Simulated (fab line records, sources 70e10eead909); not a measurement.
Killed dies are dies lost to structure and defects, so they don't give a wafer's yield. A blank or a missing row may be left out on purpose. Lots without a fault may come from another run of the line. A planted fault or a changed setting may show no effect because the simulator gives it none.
Chamber matching | flow nand_harc | NHARC_THIN_TSV_ETCH_44 on rie_diel-13: 4 sister chambers
The step etches the open film in CF4/O2, target depth 1594.2 nm, time 797.1 s. 14 wafers are shown with their chamber, then 7 later ones without.

WAFERS WITH THEIR CHAMBER
wafer  | chamber | showerhead_plenum_p_Torr (Torr) | drypump_motor_current_A (A) | rf_vpp_V (V)
L897.1 | 0       | 1.72                            | 5.1                         | 787
L897.2 | 3       | 1.86                            | 5.8                         | 794
L897.6 | 1       | 1.89                            | 4.8                         | 799
L901.2 | 0       | 1.72                            | 5.1                         | 787
L901.4 | 2       | 1.94                            | 5.1                         | 800
L901.6 | 0       | 1.72                            | 5.1                         | 787
L904.1 | 3       | 1.86                            | 5.8                         | 797
L904.2 | 1       | 1.89                            | 4.9                         | 799
L904.6 | 0       | 1.72                            | 5.1                         | 787
L908.3 | 1       | 1.89                            | 4.8                         | 796
L908.4 | 3       | 1.85                            | 5.8                         | 795
L908.5 | 0       | 1.72                            | 5.1                         | 787
L915.1 | 0       | 1.72                            | 5.1                         | 787
L915.3 | 3       | 1.85                            | 5.8                         | 797

SIGNATURES (means of the wafers above)
reading                  | chamber 0 | chamber 1 | chamber 2 | chamber 3 | scatter within a chamber
showerhead_plenum_p_Torr | 1.7200    | 1.8900    | 1.9400    | 1.8550    | 0.00316
drypump_motor_current_A  | 5.100     | 4.833     | 5.100     | 5.800     | 0.0258
rf_vpp_V                 | 787.00    | 798.00    | 800.00    | 795.75    | 1.13
Rule: a wafer's distance from a chamber is the root of the sum, over the readings, of the square of ((its reading less the chamber's mean) divided by the reading's scatter). The wafer belongs to the nearest chamber; if the next one is less than 2 further off, it can't be placed. The scatter: the root of (the sum of the squares of (reading less its chamber's mean) over the shown wafers, divided by (wafers less chambers)).

WAFERS WITHOUT THEIR CHAMBER
wafer  | showerhead_plenum_p_Torr (Torr) | drypump_motor_current_A (A) | rf_vpp_V (V)
L915.6 | 1.85                            | 5.8                         | 797
L917.1 | 1.89                            | 4.9                         | 797
L917.3 | 1.94                            | 5.1                         | 801
L917.6 | 1.85                            | 5.8                         | 795
L918.2 | 1.85                            | 5.8                         | 796
L918.4 | 1.89                            | 4.8                         | 798
L918.6 | 1.93                            | 5.1                         | 800

WHICH CHAMBER EACH WENT THROUGH
wafer  | from the rows above | in truth
L915.6 | 3                   | 3
L917.1 | 1                   | 1
L917.3 | 2                   | 2
L917.6 | 3                   | 3
L918.2 | 3                   | 3
L918.4 | 1                   | 1
L918.6 | 2                   | 2
Placed correctly: 7 of 7. Can't be placed from these rows: 0. Placed wrongly: 0.
